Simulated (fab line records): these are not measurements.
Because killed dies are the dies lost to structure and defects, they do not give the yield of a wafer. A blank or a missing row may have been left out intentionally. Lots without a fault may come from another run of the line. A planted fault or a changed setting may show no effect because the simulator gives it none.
A struck lot beside a sound one + flow n5_finfet + 15 out of 1938 route steps
Sound: these wafers, L365.1, L365.2, L365.3. The struck wafers were L383.1, L383.5. The cause is named last.
At each step with rows: each side's tool, then ch and its chambers, then its first start. Under that, the readings that differ: sound wafers + struck wafers + difference of the means + sigmas: that difference in standard deviations of wafers without a fault.
alike: readings whose means differ by less than 2 such deviations, and words and numbers that are the same on both sides. not compared: withheld readings, readings that some wafer has no value for, bounds like >300 that may hide the same value, and numbers for which the record gives no deviation and whose values overlap.
A row with sigmas, a row that says differs or no value, or rows on one side alone: a step with any of these is where the two part. When numbers do not overlap yet have no deviation, they are printed without sigmas and do not part them. A reading missing from all wafers of one side parts the sides only when that side holds two or more wafers.

first, 3 steps without rows for these wafers: N5_SD_EPI_N_EXPOSE_06 (exposes mask SD N BLK, target cd 120 nm); N5_SD_EPI_N_PEB_07 (peb time 60 s); N5_SD_EPI_N_DEVELOP_08 (develop time 30 s).
N5_SD_EPI_N_CD_MEAS_09: the cd target is 120 nm.
  sound on cd_sem-02 ch 0, day 3 01:05; struck on cd_sem-01 ch 0, day 7 15:11
| reading    | sound             | struck      | difference | sigmas |
|------------|-------------------|-------------|------------|--------|
| cd_nm (nm) | 118.7 119.2 119.3 | 121.1 120.4 | +1.7       | +3     |
N5_SD_EPI_N_OVL_MEAS_10:
  sound on overlay-01 ch 0, day 3 01:08; struck on overlay-02 ch 0, day 7 15:13
  alike: SD_N_BLK_OVL
N5_SD_EPI_N_INSPECT_11: inspects for defects (macro).
  sound: defect_inspect-01 at day 3 01:09; struck: defect_inspect-01 at day 7 15:14
  alike: raw_defect_count
N5_SD_EPI_N_DESCUM_14: chemistry O2, time 7.9 s.
  sound on rie_diel-05 ch 0,2,3, day 3 01:11; struck on rie_diel-03 ch 1,3, day 7 15:17
  alike: chamber_pressure_mTorr, drypump_motor_current_A, oes_product_au, rf_vpp_V, showerhead_plenum_p_Torr, throttle_valve_pct
  not compared: rf_hours_counter_h
N5_SD_EPI_N_ETCH_34: etches SiARC in CF4, target depth 45.5 nm, time 75.8 s.
  sound on rie_diel-05 ch 0,2,3, day 3 01:13; struck on rie_diel-03 ch 1,3, day 7 15:19
  alike: chamber_pressure_mTorr, drypump_motor_current_A, etch_rf_on_time_s, oes_product_au, rf_vpp_V, showerhead_plenum_p_Torr, throttle_valve_pct
  not compared: rf_hours_counter_h
N5_SD_EPI_N_ETCH_35: etches SOC in N2/H2, overetch 108 nm, time 486 s.
  sound on rie_diel-05 ch 0,2,3, day 3 01:16; struck on rie_diel-03 ch 1,3, day 7 15:22
  alike: chamber_pressure_mTorr, drypump_motor_current_A, oes_product_au, rf_vpp_V, showerhead_plenum_p_Torr, throttle_valve_pct
  not compared: rf_hours_counter_h
then, 1 step without rows for these wafers: N5_SD_EPI_N_STRIP_36 (strips in N2/H2).
N5_SD_EPI_N_ETCHBACK_44: etches SiNx in CH3F/O2, stops on SiO2, target depth 14.5 nm.
  sound on rie_diel-05 ch 0,2,3, day 3 01:36; struck on rie_diel-03 ch 1,3, day 7 15:41
  alike: chamber_pressure_mTorr, drypump_motor_current_A, oes_product_au, rf_vpp_V, showerhead_plenum_p_Torr, throttle_valve_pct
  not compared: rf_hours_counter_h
N5_SD_EPI_N_ETCH_45: etches SiOCN in CH3F/O2, target depth 6 nm.
  sound on rie_diel-05 ch 0,2,3, day 3 01:42; struck on rie_diel-03 ch 1,3, day 7 15:47
  alike: chamber_pressure_mTorr, drypump_motor_current_A, oes_product_au, rf_vpp_V, showerhead_plenum_p_Torr, throttle_valve_pct
  not compared: rf_hours_counter_h
N5_SD_EPI_N_ETCH_16: etches SiO2 in CHF3/O2, target depth 5 nm.
  sound on rie_diel-05 ch 0,2,3, day 3 01:48; struck on rie_diel-03 ch 1,3, day 7 15:53
| reading                                     | sound            | struck      | difference | sigmas |
|---------------------------------------------|------------------|-------------|------------|--------|
| oes_product_au (a.u.)                       | 0.74 0.86 0.67   | 1.06 1.13   | +0.34      | +4     |
| model.etch.depth_nm (nm)                    | 4.99 4.931 4.922 | 6.641 6.633 | +1.689     |        |
| model.SiARC_of_SD_EPI_N_COAT_33.thk_nm (nm) | 12.2 12.6 12.6   | 11.4 11.8   | -0.9       |        |
  alike: chamber_pressure_mTorr, drypump_motor_current_A, rf_vpp_V, showerhead_plenum_p_Torr, throttle_valve_pct
  not compared: rf_hours_counter_h
then, 1 step without rows for these wafers: N5_SD_EPI_N_STRIP_47 (strips in CHF3/O2).
-- the record jumps here: 5 days lie between the struck wafers' starts before and after (it left off in module SD_EPI_N and takes up again in module BEOL_M4, whose first step shown is number 1111 of the route) --
N5_BEOL_M4_RC_MEAS_101:
  sound on prober-02 ch 0, day 7 22:05; struck on prober-02 ch 0, day 12 13:20
| reading       | sound          | struck    | difference | sigmas |
|---------------|----------------|-----------|------------|--------|
| DIBL_N (mV/V) | 35.4 34.7 36.0 | 40.0 38.7 | +4.0       | +2     |
| SS_N (mV/dec) | 71.1 71.2 71.1 | 72.4 72.4 | +1.3       | +2     |
  alike: DIBL_P, IOFF_N, IOFF_P, ION_N, ION_P, SS_P, VT_N, VT_P

WHERE THEY PART
Earliest at N5_SD_EPI_N_CD_MEAS_09; latest, in this record, at N5_BEOL_M4_RC_MEAS_101.

WHY: whatever the simulator had introduced
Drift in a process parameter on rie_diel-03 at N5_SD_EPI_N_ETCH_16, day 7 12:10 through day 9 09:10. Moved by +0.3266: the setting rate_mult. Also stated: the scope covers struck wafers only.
